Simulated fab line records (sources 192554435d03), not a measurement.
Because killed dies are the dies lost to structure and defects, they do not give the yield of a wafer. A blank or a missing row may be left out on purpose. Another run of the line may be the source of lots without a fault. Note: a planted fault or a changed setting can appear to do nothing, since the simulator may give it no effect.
fab line records | flow n5-finfet | part 1 of 2: steps 1 to 17 of 25
[record] lots = 5 wafers = 15 last-day = 18
route steps=1938 shown HKMG_FIN@440 GATE_CUT@465
lots that met no fault: from a run of the same line without faults
start-h: the number of hours between the record's first day and the start of the first shown wafer of the lot | wait-h: hours elapsed since this lot's preceding step | " as in the row above | L1.1+2: one row covering several wafers at once | - no value present, or no start provided | * or withheld: withheld | < > ~ a bound
route shown NAME@n: NAME is a module with steps in the file, n the number in the route of the first one | usual: the fault-free wafers' mean and standard deviation | same: alike in all rows | chamber/n: place in a boat | sites: readings site by site | _std_site: the values' standard deviation | _edge_site: inner sites' mean taken away from outer sites' mean | radius-mm: for every site, how far away it sits from the centre of the wafer | mask NAME#n: copy n | behind: the tool/chamber that last shaped the wafer | hold: what put the lot on hold/how long, in hours/how the hold closed | device: the transistor (n, p or np) that didn't switch | end of line: tests run on the same wafers once the route is complete | where a step has no rows: the recipe by itself | killed: the dies lost at the first sort to structure and to defects; this is not the yield of the wafer | map: the dies of a wafer, with x for killed, . for not killed, _ for no die there
set.NAME: the run value of the setting; set.NAME@STEP: its run value at that earlier step | model.NAME: the simulator's own value behind a step, which no gauge read
a table for each step, a row for each wafer; lots at some steps of the route
services: the hour from which a tool's chamber was out of use, counted from the record's first day as start-h (under 0 if before that day), plus the number of hours and why
[[steps]]
[step N5_HKMG_FIN_WET_ETCH_18]
[recipe] chemistry = SC1 target = TiN mix = 1:1:5 temp-c = * time-s = 55 target-depth-nm = 5.2 dry = ipa-marangoni rinse-time-s = 30 rinse-temp-c = 23
[usual] diw-flow-mL-min = 1072/3.2
// columns lot.wafer tool chamber start-h wait-h diw-flow-mL-min
L076.1 wet-bench-01 2 91.55 0.1 1067
L076.4 " 1 " " 1075
L076.5 " 6 " " 1068
L078.2 wet-bench-05 4 103.41 0.1 1070
L078.4 " 2 " " 1069
L078.5 " 1 " " 1070
L082.2 wet-bench-01 5 126.41 0.1 1070
L082.4 " 2 " " 1071
L082.5 " 1 " " 1073
L087.2 wet-bench-05 6 151.70 0.1 1072
L087.3 " 0 " " 1075
L087.6 " 5 " " 1069
L095.1 wet-bench-01 7 202.62 0.1 1072
L095.3 " 2 " " 1071
L095.6 " 3 " " 1075
[step N5_HKMG_FIN_STRIP_19]
[recipe] chemistry = N2/H2 power-w = 2500 temp-c = 300 h2-frac = 0.65 time-s = 360 pressure-mtorr = withheld n2-flow-sccm = 1750 h2-flow-sccm = 3250
[usual] drypump-motor-current-A = 6.37/0.081 heater-power-w = 450/24
// columns lot.wafer tool chamber start-h wait-h drypump-motor-current-A heater-power-w rf-hours-counter-h
L076.1 plasma-asher-02 1 91.61 0.0 6.43 488 47
L076.4 " 0 " " 6.25 451 -
L076.5 " 0 " " 6.24 459 -
L078.2 plasma-asher-02 1 103.47 0.0 6.40 476 49
L078.4 " 0 " " 6.24 444 -
L078.5 " 0 " " 6.27 443 -
L082.2 plasma-asher-01 1 126.47 0.0 6.38 448 82
L082.4 " 0 " " 6.44 417 -
L082.5 " 1 " " 6.38 446 -
L087.2 plasma-asher-02 1 151.77 0.0 6.44 481 60
L087.3 " 0 " " 6.25 462 -
L087.6 " 0 " " 6.24 452 -
L095.1 plasma-asher-02 1 202.69 0.0 6.40 487 70
L095.3 " 1 " " 6.41 479 -
L095.6 " 0 " " 6.25 440 -
[step N5_HKMG_FIN_ALD_91]
[recipe] material = TiN target-thk-a = 10 temp-c = 400 ald-precursor-family = TiCl4 ald-co-reactant = NH3 pulse-time-s = 1 purge-time-s = 3 co-reactant-purge-time-s = 2 co-reactant-pulse-time-s = 2 ald-cycles = 47 pressure-torr = 3
[usual] heater-power-w = 860/110 precursor-pulse-height-rel = 1.001/0.019 susceptor-temp-C = 400.02/0.24
// columns lot.wafer tool chamber start-h wait-h heater-power-w precursor-pulse-height-rel susceptor-temp-C
L076.1 ald-metal-01 1 91.99 0.3 1071 1.019 399.58
L076.4 " 2 " " 819 1.025 399.92
L076.5 " 0 " " 923 1.006 399.79
L078.2 ald-metal-04 0 103.86 0.3 778 1.009 400.09
L078.4 " 1 " " 799 1.025 399.88
L078.5 " 2 " " 755 0.990 399.79
L082.2 ald-metal-01 1 126.86 0.3 1075 0.986 400.05
L082.4 " 3 " " 787 1.013 400.07
L082.5 " 2 " " 832 1.009 400.03
L087.2 ald-metal-04 3 152.15 0.3 787 0.971 400.11
L087.3 " 2 " " 771 1.006 399.90
L087.6 " 2 " " 750 0.969 400.19
L095.1 ald-metal-03 0 203.24 0.4 786 1.031 399.96
L095.3 " 1 " " 878 1.000 399.60
L095.6 " 0 " " 824 1.008 399.82
[step N5_HKMG_FIN_COAT_85]
[recipe] resist = SOC temp-c = 250 time-s = 60 spin-rpm = 1500 resist-thk-nm = 300
// columns lot.wafer tool chamber start-h wait-h
L076.1+4+5 litho-track-01 0 92.27 0.2
L078.2+4+5 litho-track-05 0 104.13 0.2
L082.2+4+5 litho-track-01 0 127.14 0.2
L087.2+3+6 litho-track-05 0 152.43 0.2
L095.1+3+6 litho-track-01 0 203.51 0.2
[step N5_HKMG_FIN_ETCH_86]
[recipe] chemistry = N2/H2 target = SOC target-depth-a = 3932 stop-on = TiN ion-energy-ev = 100 bias-w = 61 pressure-mtorr = 30 source-w = 850 n2-flow-sccm = 200 h2-flow-sccm = 200
[usual] chamber-pressure-mTorr = 29.998/0.027 drypump-motor-current-A = 5.6/0.49 oes-product-au = 0.81/0.085 rf-vpp-V = 241.0/1.5 showerhead-plenum-p-Torr = 2.56/0.09 throttle-valve-pct = 17.73/0.22
// columns lot.wafer tool chamber start-h wait-h chamber-pressure-mTorr drypump-motor-current-A oes-product-au rf-hours-counter-h rf-vpp-V showerhead-plenum-p-Torr throttle-valve-pct
L076.1 rie-diel-03 3 92.33 - 30.015 5.7 0.84 65 239.6 2.47 17.62
L076.4 " 2 " " 30.016 5.6 0.87 44 240.8 2.47 17.85
L076.5 " 3 " " 30.023 5.7 0.84 - 239.2 2.47 17.61
L078.2 rie-diel-03 1 104.32 - 30.000 6.3 0.82 73 241.3 2.56 17.33
L078.4 " 2 " " 29.975 5.6 0.87 47 240.1 2.47 17.86
L078.5 " 0 " " 30.016 5.2 0.81 - 243.1 2.66 17.68
L082.2 rie-diel-03 3 127.41 - 29.973 5.7 0.83 73 238.6 2.47 17.62
L082.4 " 2 " " 30.000 5.6 0.85 52 240.2 2.47 17.86
L082.5 " 2 " " 30.001 5.6 0.86 - 238.3 2.47 17.91
L087.2 rie-diel-04 3 152.49 - 30.036 5.8 0.71 179 239.4 2.52 17.55
L087.3 " 0 " " 30.013 4.9 0.82 83 240.0 2.46 17.83
L087.6 " 0 " " 30.007 4.9 0.83 - 238.3 2.46 17.81
L095.1 rie-diel-03 1 203.60 - 30.017 6.3 0.78 106 240.9 2.55 17.37
L095.3 " 2 " " 29.997 5.6 0.82 80 240.0 2.46 17.91
L095.6 " 1 " " 29.991 6.3 0.79 - 238.8 2.55 17.38
[step N5_HKMG_FIN_STRIP_89]
[recipe] chemistry = N2/H2 material = SOC time-s = 20 power-w = 500 temp-c = 40 pressure-mtorr = 50 rf-frequency-hz = 6e+07 bias-power-w = 8 h2-frac = 0.5 n2-flow-sccm = 300 h2-flow-sccm = 300
[usual] chamber-pressure-mTorr = 50.00/0.049 drypump-motor-current-A = 5.6/0.49 oes-product-au = 0.81/0.088 rf-vpp-V = 54.4/0.81 showerhead-plenum-p-Torr = 3.38/0.11 throttle-valve-pct = 18.9/0.34
// columns lot.wafer tool chamber start-h wait-h chamber-pressure-mTorr drypump-motor-current-A oes-product-au rf-hours-counter-h rf-vpp-V showerhead-plenum-p-Torr throttle-valve-pct
L076.1 rie-diel-03 3 92.39 0.0 49.97 5.7 0.84 65 54.8 3.27 18.8
L076.4 " 2 " " 50.01 5.6 0.86 44 53.8 3.27 19.3
L076.5 " 3 " " 49.98 5.7 0.85 - 53.6 3.27 18.9
L078.2 rie-diel-03 1 104.38 0.0 49.97 6.3 0.82 73 54.0 3.38 18.2
L078.4 " 2 " " 49.85 5.7 0.87 47 53.5 3.27 19.3
L078.5 " 0 " " 50.01 5.2 0.82 - 53.9 3.50 18.7
L082.2 rie-diel-03 3 127.47 0.0 50.06 5.7 0.84 74 53.5 3.26 18.9
L082.4 " 2 " " 50.01 5.6 0.85 52 53.6 3.27 19.3
L082.5 " 2 " " 50.10 5.6 0.86 - 53.6 3.27 19.3
L087.2 rie-diel-04 3 152.55 0.0 50.05 5.8 0.72 179 53.2 3.34 18.6
L087.3 " 0 " " 49.95 5.0 0.83 84 55.0 3.25 19.2
L087.6 " 0 " " 50.07 4.9 0.82 - 55.5 3.25 19.2
L095.1 rie-diel-03 1 203.66 0.0 49.98 6.3 0.79 107 53.6 3.37 18.3
L095.3 " 2 " " 49.96 5.6 0.82 80 53.7 3.25 19.3
L095.6 " 1 " " 50.04 6.3 0.78 - 54.2 3.37 18.3
[step N5_HKMG_FIN_WET_ETCH_87]
[recipe] chemistry = SC1 target = TiN mix = 1:2:40 temp-c = 50 time-s = 154.2 target-depth-nm = 4.7 dry = ipa-marangoni rinse-time-s = 30 rinse-temp-c = 23
[usual] diw-flow-mL-min = 1395/3.9
// columns lot.wafer tool chamber start-h wait-h diw-flow-mL-min
L076.1 wet-bench-05 0 92.49 0.1 1392
L076.4 " 1 " " 1399
L076.5 " 4 " " 1395
L078.2 wet-bench-05 7 104.48 0.1 1393
L078.4 " 6 " " 1396
L078.5 " 2 " " 1390
L082.2 wet-bench-01 5 127.57 0.1 1396
L082.4 " 2 " " 1397
L082.5 " 6 " " 1392
L087.2 wet-bench-01 0 152.65 0.1 1398
L087.3 " 5 " " 1402
L087.6 " 4 " " 1398
L095.1 wet-bench-02 1 203.76 0.1 1404
L095.3 " 5 " " 1396
L095.6 " 4 " " 1394
[step N5_HKMG_FIN_STRIP_88]
[recipe] chemistry = N2/H2 power-w = 2500 temp-c = 300 h2-frac = 0.65 time-s = 360 pressure-mtorr = withheld n2-flow-sccm = 1750 h2-flow-sccm = 3250
[usual] drypump-motor-current-A = 6.37/0.087 heater-power-w = 452/24
// columns lot.wafer tool chamber start-h wait-h drypump-motor-current-A heater-power-w rf-hours-counter-h
L076.1 plasma-asher-01 0 92.58 0.0 6.40 436 78
L076.4 " 0 " " 6.43 425 -
L076.5 " 0 " " 6.42 434 -
L078.2 plasma-asher-02 1 104.58 0.0 6.43 485 49
L078.4 " 0 " " 6.24 443 -
L078.5 " 0 " " 6.24 452 -
L082.2 plasma-asher-01 0 127.66 0.0 6.44 419 83
L082.4 " 0 " " 6.44 420 -
L082.5 " 1 " " 6.42 435 -
L087.2 plasma-asher-02 1 152.74 0.0 6.43 491 60
L087.3 " 1 " " 6.39 492 -
L087.6 " 0 " " 6.23 452 -
L095.1 plasma-asher-02 1 203.85 0.0 6.41 486 70
L095.3 " 0 " " 6.24 446 -
L095.6 " 1 " " 6.42 477 -
[step N5_HKMG_FIN_NWFM_ALD_20]
[recipe] material = TiAlC target-thk-a = 20 temp-c = 300 ald-precursor-family = TiCl4 ald-co-reactant = TEA pulse-time-s = 3 purge-time-s = 2 co-reactant-purge-time-s = 2 co-reactant-pulse-time-s = 10 ald-cycles = 7 pressure-torr = 3
[usual] heater-power-w = 487/59 precursor-pulse-height-rel = 0.998/0.021 susceptor-temp-C = 300.02/0.19
// columns lot.wafer tool chamber start-h wait-h heater-power-w precursor-pulse-height-rel susceptor-temp-C
L076.1 ald-metal-03 1 92.96 0.3 494 1.010 299.96
L076.4 " 2 " " 578 0.964 300.10
L076.5 " 2 " " 568 0.987 299.89
L078.2 ald-metal-03 1 104.96 0.3 507 0.929 299.87
L078.4 " 3 " " 571 1.025 300.06
L078.5 " 2 " " 564 1.009 300.21
L082.2 ald-metal-03 0 128.04 0.3 445 0.971 300.13
L082.4 " 2 " " 561 1.016 299.79
L082.5 " 0 " " 461 1.024 300.04
L087.2 ald-metal-04 2 153.12 0.3 420 0.990 299.63
L087.3 " 3 " " 435 0.999 300.24
L087.6 " 3 " " 436 0.995 300.00
L095.1 ald-metal-01 1 204.31 0.3 586 0.999 300.42
L095.3 " 3 " " 430 0.943 299.84
L095.6 " 2 " " 467 0.991 299.82
[step N5_HKMG_FIN_ALD_71]
[recipe] material = TiN target-thk-a = 10 temp-c = 400 ald-precursor-family = TiCl4 ald-co-reactant = NH3 pulse-time-s = 1 purge-time-s = 3 co-reactant-purge-time-s = 2 co-reactant-pulse-time-s = 2 ald-cycles = 47 pressure-torr = 3
[usual] heater-power-w = 869/110 precursor-pulse-height-rel = 1.000/0.019 susceptor-temp-C = 400.02/0.2
// columns lot.wafer tool chamber start-h wait-h heater-power-w precursor-pulse-height-rel susceptor-temp-C
L076.1 ald-metal-03 1 93.06 0.0 876 0.990 400.00
L076.4 " 2 " " 1007 1.007 399.88
L076.5 " 2 " " 1020 0.981 399.73
L078.2 ald-metal-03 1 105.06 0.0 874 1.002 400.38
L078.4 " 3 " " 1013 1.018 400.40
L078.5 " 2 " " 1010 1.000 399.99
L082.2 ald-metal-03 0 128.14 0.0 797 0.991 400.09
L082.4 " 2 " " 1024 1.016 399.87
L082.5 " 0 " " 832 1.003 400.04
L087.2 ald-metal-04 2 153.22 0.0 770 1.020 400.15
L087.3 " 3 " " 763 1.006 400.09
L087.6 " 3 " " 755 1.005 400.01
L095.1 ald-metal-01 1 204.41 0.0 1055 1.004 399.57
L095.3 " 3 " " 759 0.999 400.06
L095.6 " 2 " " 831 1.002 400.06
[step N5_HKMG_FIN_COAT_66]
[recipe] resist = SOC temp-c = 250 time-s = 60 spin-rpm = 1500 resist-thk-nm = 300
// columns lot.wafer tool chamber start-h wait-h
L076.1+4+5 litho-track-02 0 93.34 0.2
L078.2+4+5 litho-track-02 0 105.34 0.2
L082.2+4+5 litho-track-05 0 128.42 0.2
L087.2+3+6 litho-track-02 0 153.50 0.2
L095.1+3+6 litho-track-05 0 204.69 0.2
[step N5_HKMG_FIN_ETCH_67]
[recipe] chemistry = N2/H2 target = SOC target-depth-a = 3889 stop-on = TiN ion-energy-ev = 100 bias-w = 61 pressure-mtorr = 30 source-w = 850 n2-flow-sccm = 200 h2-flow-sccm = 200
[usual] chamber-pressure-mTorr = 29.998/0.027 drypump-motor-current-A = 5.7/0.53 oes-product-au = 0.78/0.09 rf-vpp-V = 240.9/1.4 showerhead-plenum-p-Torr = 2.54/0.089 throttle-valve-pct = 17.76/0.25
// columns lot.wafer tool chamber start-h wait-h chamber-pressure-mTorr drypump-motor-current-A oes-product-au rf-hours-counter-h rf-vpp-V showerhead-plenum-p-Torr throttle-valve-pct
L076.1 rie-diel-03 3 93.40 - 29.981 5.7 0.83 65 239.4 2.47 17.63
L076.4 " 1 " " 29.964 6.3 0.82 71 241.2 2.56 17.29
L076.5 " 3 " " 29.985 5.7 0.83 - 238.8 2.47 17.62
L078.2 rie-diel-06 1 105.40 - 30.028 5.9 0.94 11 242.3 2.72 17.62
L078.4 " 3 " " 29.977 5.0 1.01 1 241.8 2.70 17.69
L078.5 " 2 " " 30.070 5.3 0.70 - 242.2 2.60 17.87
L082.2 rie-diel-06 3 128.69 - 30.012 5.0 0.97 9 241.8 2.70 17.70
L082.4 " 1 " " 30.027 5.9 0.92 - 244.0 2.72 17.63
L082.5 " 3 " " 29.981 5.0 0.96 - 242.2 2.70 17.72
L087.2 rie-diel-04 1 153.60 - 30.058 5.7 0.75 168 239.6 2.43 17.44
L087.3 " 2 " " 29.973 6.8 0.68 207 239.3 2.52 18.23
L087.6 " 2 " " 30.006 6.8 0.67 - 241.1 2.52 18.22
L095.1 rie-diel-04 3 204.79 - 29.971 5.8 0.69 196 239.6 2.52 17.58
L095.3 " 2 " " 29.992 6.8 0.67 224 241.0 2.51 18.24
L095.6 " 2 " " 29.972 6.8 0.66 - 240.8 2.51 18.25
[step N5_HKMG_FIN_STRIP_90]
[recipe] chemistry = N2/H2 material = SOC time-s = 20 power-w = 500 temp-c = 40 pressure-mtorr = 50 rf-frequency-hz = 6e+07 bias-power-w = 8 h2-frac = 0.5 n2-flow-sccm = 300 h2-flow-sccm = 300
[usual] chamber-pressure-mTorr = 50.00/0.046 drypump-motor-current-A = 5.7/0.53 oes-product-au = 0.79/0.094 rf-vpp-V = 54.3/0.79 showerhead-plenum-p-Torr = 3.36/0.11 throttle-valve-pct = 18.9/0.37
// columns lot.wafer tool chamber start-h wait-h chamber-pressure-mTorr drypump-motor-current-A oes-product-au rf-hours-counter-h rf-vpp-V showerhead-plenum-p-Torr throttle-valve-pct
L076.1 rie-diel-03 3 93.46 0.0 49.96 5.7 0.86 65 54.4 3.26 18.8
L076.4 " 1 " " 49.96 6.3 0.82 71 54.5 3.39 18.2
L076.5 " 3 " " 50.00 5.7 0.85 - 53.5 3.26 18.9
L078.2 rie-diel-06 1 105.46 0.0 49.99 5.9 0.96 11 55.3 3.58 18.7
L078.4 " 3 " " 50.02 5.0 1.03 1 54.1 3.56 18.6
L078.5 " 2 " " 50.07 5.4 0.72 - 54.9 3.43 18.9
L082.2 rie-diel-06 3 128.75 0.0 49.88 5.0 0.99 9 55.1 3.55 18.6
L082.4 " 1 " " 49.98 5.9 0.94 - 55.4 3.58 18.8
L082.5 " 3 " " 49.99 5.0 0.98 - 54.9 3.55 18.6
L087.2 rie-diel-04 1 153.66 0.0 50.07 5.7 0.75 168 53.3 3.22 18.4
L087.3 " 2 " " 50.05 6.8 0.69 207 54.6 3.33 19.3
L087.6 " 2 " " 50.02 6.8 0.68 - 54.6 3.33 19.3
L095.1 rie-diel-04 3 204.85 0.0 49.95 5.8 0.70 197 53.4 3.33 18.6
L095.3 " 2 " " 49.99 6.8 0.67 224 52.9 3.32 19.3
L095.6 " 2 " " 50.05 6.8 0.66 - 54.1 3.32 19.4
[step N5_HKMG_FIN_WET_ETCH_73]
[recipe] chemistry = SC1 mix = 1:2:40 temp-c = 50 time-s = 42.3 target-depth-nm = 1.3 dry = ipa-marangoni rinse-time-s = 30 rinse-temp-c = 23
[usual] diw-flow-mL-min = 1395/4.2
// columns lot.wafer tool chamber start-h wait-h diw-flow-mL-min
L076.1 wet-bench-02 6 93.56 0.1 1396
L076.4 " 5 " " 1390
L076.5 " 2 " " 1392
L078.2 wet-bench-05 1 105.56 0.1 1391
L078.4 " 2 " " 1400
L078.5 " 7 " " 1401
L082.2 wet-bench-05 3 128.85 0.1 1399
L082.4 " 0 " " 1398
L082.5 " 1 " " 1394
L087.2 wet-bench-02 3 153.76 0.1 1396
L087.3 " 0 " " 1395
L087.6 " 4 " " 1393
L095.1 wet-bench-01 7 204.95 0.1 1404
L095.3 " 2 " " 1408
L095.6 " 5 " " 1393
[step N5_HKMG_FIN_ETCHBACK_68]
[recipe] chemistry = Cl2/Ar stop-on = HfO2 target-depth-a = 5 pressure-mtorr = 10 icp-w = 600 bias-w = 60 Cl2_flow_sccm = 40 Ar_flow_sccm = 60
[usual] chamber-pressure-mTorr = 10.000/0.0088 drypump-motor-current-A = 5.6/0.58 oes-product-au = 0.72/0.094 throttle-valve-pct = 20.86/0.2
// columns lot.wafer tool chamber start-h wait-h chamber-pressure-mTorr drypump-motor-current-A oes-product-au rf-hours-counter-h throttle-valve-pct
L076.1 rie-metal-03 1 93.62 0.0 10.002 5.1 0.79 39 20.63
L076.4 " 1 " " 9.993 5.1 0.78 - 20.62
L076.5 " 0 " " 9.995 5.3 0.63 - 21.03
L078.2 rie-metal-01 1 105.62 0.0 9.992 5.1 0.51 104 21.07
L078.4 " 1 " " 10.005 5.1 0.63 - 20.86
L078.5 " 0 " " 9.984 6.7 0.78 - 21.11
L082.2 rie-metal-01 1 128.91 0.0 10.001 5.1 0.63 106 20.87
L082.4 " 1 " " 10.002 5.1 0.63 - 20.86
L082.5 " 1 " " 10.003 5.1 0.63 - 20.87
L087.2 rie-metal-03 1 153.81 0.0 9.993 5.1 0.78 43 20.65
L087.3 " 1 " " 10.001 5.1 0.77 - 20.63
L087.6 " 1 " " 10.002 5.1 0.78 - 20.63
L095.1 rie-metal-02 0 205.01 0.0 10.011 5.7 0.84 17 20.56
L095.3 " 1 " " 9.989 5.9 0.65 - 20.96
L095.6 " 1 " " 10.002 5.9 0.64 - 20.97
[step N5_HKMG_FIN_STRIP_69]
[recipe] chemistry = N2/H2 power-w = 2500 temp-c = 300 h2-frac = 0.65 time-s = 360 pressure-mtorr = withheld n2-flow-sccm = 1750 h2-flow-sccm = 3250
[usual] drypump-motor-current-A = 6.36/0.089 heater-power-w = 456/24
// columns lot.wafer tool chamber start-h wait-h drypump-motor-current-A heater-power-w rf-hours-counter-h
L076.1 plasma-asher-02 0 93.76 0.1 6.23 447 48
L076.4 " 1 " " 6.42 468 -
L076.5 " 0 " " 6.25 442 -
L078.2 plasma-asher-02 0 105.76 0.1 6.25 437 50
L078.4 " 0 " " 6.26 438 -
L078.5 " 0 " " 6.24 452 -
L082.2 plasma-asher-02 0 129.05 0.1 6.23 460 54
L082.4 " 0 " " 6.24 444 -
L082.5 " 0 " " 6.25 458 -
L087.2 plasma-asher-01 1 153.96 0.1 6.36 446 87
L087.3 " 0 " " 6.44 412 -
L087.6 " 0 " " 6.41 424 -
L095.1 plasma-asher-02 0 205.15 0.1 6.26 453 71
L095.3 " 1 " " 6.42 491 -
L095.6 " 1 " " 6.43 483 -
[step N5_HKMG_FIN_ALD_21]
[recipe] material = TiN target-thk-a = 15 temp-c = 400 ald-precursor-family = TiCl4 ald-co-reactant = NH3 pulse-time-s = 1 purge-time-s = 3 co-reactant-purge-time-s = 2 co-reactant-pulse-time-s = 2 ald-cycles = 68 pressure-torr = 3
[usual] heater-power-w = 873/110 precursor-pulse-height-rel = 1.000/0.02 susceptor-temp-C = 400.03/0.21
// columns lot.wafer tool chamber start-h wait-h heater-power-w precursor-pulse-height-rel susceptor-temp-C
L076.1 ald-metal-03 1 94.14 0.3 867 1.012 400.38
L076.4 " 2 " " 1037 1.035 400.48
L076.5 " 1 " " 889 0.983 400.01
L078.2 ald-metal-04 3 106.14 0.3 770 1.011 400.29
L078.4 " 1 " " 785 1.036 399.94
L078.5 " 0 " " 768 0.990 399.98
L082.2 ald-metal-01 0 129.44 0.3 931 1.002 399.98
L082.4 " 2 " " 826 0.996 400.15
L082.5 " 2 " " 837 1.015 399.91
L087.2 ald-metal-04 2 154.34 0.3 750 1.017 400.14
L087.3 " 3 " " 762 0.985 400.14
L087.6 " 2 " " 761 0.995 400.30
L095.1 ald-metal-04 3 205.53 0.3 757 1.020 400.19
L095.3 " 2 " " 762 1.016 399.97
L095.6 " 1 " " 783 0.988 400.14
